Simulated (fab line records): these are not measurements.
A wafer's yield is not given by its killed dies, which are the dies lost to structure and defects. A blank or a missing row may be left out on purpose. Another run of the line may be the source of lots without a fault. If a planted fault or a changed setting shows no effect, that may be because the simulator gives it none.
Chamber matching :: flow n5 finfet :: N5_BEOL_M2_PECVD_72 on pecvd-03: 3 sister chambers
The step deposits SiO2 from TEOS/O2, target thk 16 nm, time 18 s. 6 wafers are shown with their chamber, then 10 later ones without.

WAFERS WITH THEIR CHAMBER
wafer: L078.3
chamber: 1
throttle valve pct (%): 21.8
heater power w (W): 772

wafer: L081.2
chamber: 0
throttle valve pct (%): 21.7
heater power w (W): 518

wafer: L081.4
chamber: 0
throttle valve pct (%): 21.8
heater power w (W): 496

wafer: L081.5
chamber: 2
throttle valve pct (%): 22.8
heater power w (W): 699

wafer: L084.2
chamber: 1
throttle valve pct (%): 21.9
heater power w (W): 686

wafer: L084.4
chamber: 2
throttle valve pct (%): 22.7
heater power w (W): 613

WAFERS MISSING THEIR CHAMBER
wafer: L084.6
throttle valve pct (%): 21.8
heater power w (W): 676

wafer: L090.3
throttle valve pct (%): 21.7
heater power w (W): 696

wafer: L090.4
throttle valve pct (%): 22.1
heater power w (W): 531

wafer: L090.6
throttle valve pct (%): 22.0
heater power w (W): 536

wafer: L091.2
throttle valve pct (%): 21.9
heater power w (W): 673

wafer: L091.4
throttle valve pct (%): 21.9
heater power w (W): 579

wafer: L091.6
throttle valve pct (%): 21.7
heater power w (W): 685

wafer: L094.2
throttle valve pct (%): 20.6
heater power w (W): 613

wafer: L094.3
throttle valve pct (%): 21.8
heater power w (W): 809

wafer: L094.6
throttle valve pct (%): 20.4
heater power w (W): 583

WHICH CHAMBER EACH ONE RAN IN
wafer: L084.6
from the rows above: 1
in truth: 1

wafer: L090.3
from the rows above: can't be placed: 1 or 0
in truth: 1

wafer: L090.4
from the rows above: can't be placed: 0 or 1
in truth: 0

wafer: L090.6
from the rows above: can't be placed: 0 or 1
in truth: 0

wafer: L091.2
from the rows above: 1
in truth: 1

wafer: L091.4
from the rows above: can't be placed: 0 or 1
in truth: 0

wafer: L091.6
from the rows above: can't be placed: 1 or 0
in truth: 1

wafer: L094.2
from the rows above: can't be placed: 0 or 1
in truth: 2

wafer: L094.3
from the rows above: 1
in truth: 1

wafer: L094.6
from the rows above: can't be placed: 0 or 1
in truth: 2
3 of 10 placed correctly. From these rows, 7 cannot be placed; in 5 the true chamber is one of the candidates. Wrongly placed: 0.
How it was worked out, from the rows above alone: a wafer's distance from a chamber is the root of the sum, over the readings, of the square of ((its reading less the chamber's mean) divided by the reading's scatter). The wafer belongs to the nearest chamber; if the next one is less than 2 further off, it can't be placed. A chamber's mean is the mean of its shown wafers. The scatter: the root of (the sum of the squares of (reading less its chamber's mean) over the shown wafers, divided by (wafers less chambers)).
